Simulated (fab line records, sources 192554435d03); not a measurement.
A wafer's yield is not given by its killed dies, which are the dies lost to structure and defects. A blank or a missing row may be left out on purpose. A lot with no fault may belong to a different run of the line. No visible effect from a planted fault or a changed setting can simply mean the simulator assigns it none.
Problem report, 8D (eight disciplines) form, completed by code ; flow n5Finfet ; the parts of the form that need people (team, actions taken, sign-off) are left out

== 1. WHAT IS WRONG ==
Wafers without a fault read 28.7 s, standard deviation 0.91; barrierFieldEndpointS at N5_BEOL_M11_CMP_52 reads a mean of 36.2 s on 2 wafers belonging to 2 lots. Relative to the usual mean, that is a shift of +8.3 standard deviations.
The step: polishes, stops on SiCOH lowk, t overpolish 7 s, target thk 140 nm.
First observed at day 13 23:36: wafer L381.6, on cmp-04. At this step, 30 wafers from 10 lots have a number in the record. By rule, "out" or "out of limits" means more than 4 standard deviations away from the usual mean. All remaining wafers that have a number are taken as sound.

== 2. WHAT IT IS; WHAT IT IS NOT ==
question;is;is not
which readings at this step;barrierFieldEndpointS;motorCurrentA
which lots;L381, L383;L371, L372, L375, L377, L379, L389, L390, L391
which wafers of those lots;L381.6, L383.6;L381.3, L381.4, L383.2, L383.4
read on which tools;cmp-01, cmp-04;cmp-03
when;from day 13 23:36;"up to then (17 sound wafers); but 11 sound wafers of L383, L389, L390, L391 came after"

== 3. WHAT RULES OUT EACH SUSPECT ==
Counting: if a tool at a process step up to the reading ran every lot that is out, it stays a suspect. Sound lots after the first of them don't rule it out here, since some wafers of a struck lot are sound.
- pecvd-04 at N5_BEOL_M11_PECVD_70 (deposits SiO2 from TEOS/O2, target thk 20 nm, time 22.7 s): kept. Every lot that is out went through it, the first being L381 (day 13 16:53); the last sound lot it ran before that was L377 (day 13 02:13).
- At N5_BEOL_M11_PECVD_70, inside pecvd-04: chamber 1 took the wafers that are out, while their sound lot-mates went through chambers 0, 2.
After counting, what remains is pecvd-04 at N5_BEOL_M11_PECVD_70.

== 4. THE CAUSE (what the simulator had put in) ==
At N5_BEOL_M11_PECVD_70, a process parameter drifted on pecvd-04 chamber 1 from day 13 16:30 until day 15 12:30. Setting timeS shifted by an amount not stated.
Counting left only this tool.

== 5. SEQUENCE OF EFFECTS, ordered by route ==
One row per reading whose mean, taken over the struck wafers that have a number, lies over 3 standard deviations from the usual. Only readings for which the record gives a usual standard deviation are gone through. hours: the time from each lot's start at the first step in this table that gives one to its start at this step, as a median over the lots. sigmas: the change in usual standard deviations.
hours;step;reading;usual;on struck wafers;change;sigmas
0;N5_BEOL_M11_CMP_52;barrierFieldEndpointS;28.7 s;36.2;+7.6;+8.3
The process steps in it:
- N5_BEOL_M11_CMP_52: polishes, stops on SiCOH lowk, t overpolish 7 s, target thk 140 nm.
Later measuring or inspecting steps at which every struck wafer that the step has a row for has a number for every such reading, and none has moved that far: N5_BEOL_M11_THK_MEAS_53.

== 6. HOW IT WOULD HAVE BEEN CAUGHT EARLIER ==
The fault began at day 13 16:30; the first out-of-limits reading in this record came at day 13 23:36, 7 hours later.
No tool reading at N5_BEOL_M11_PECVD_70 that has a usual standard deviation in the record was out on any struck wafer, so an alarm limit of 4 standard deviations on those readings would not have fired.
Lots out: 2; of these, L383 started N5_BEOL_M11_PECVD_70 on pecvd-04 after day 13 23:36. Putting the tool on hold at that point would have spared it.
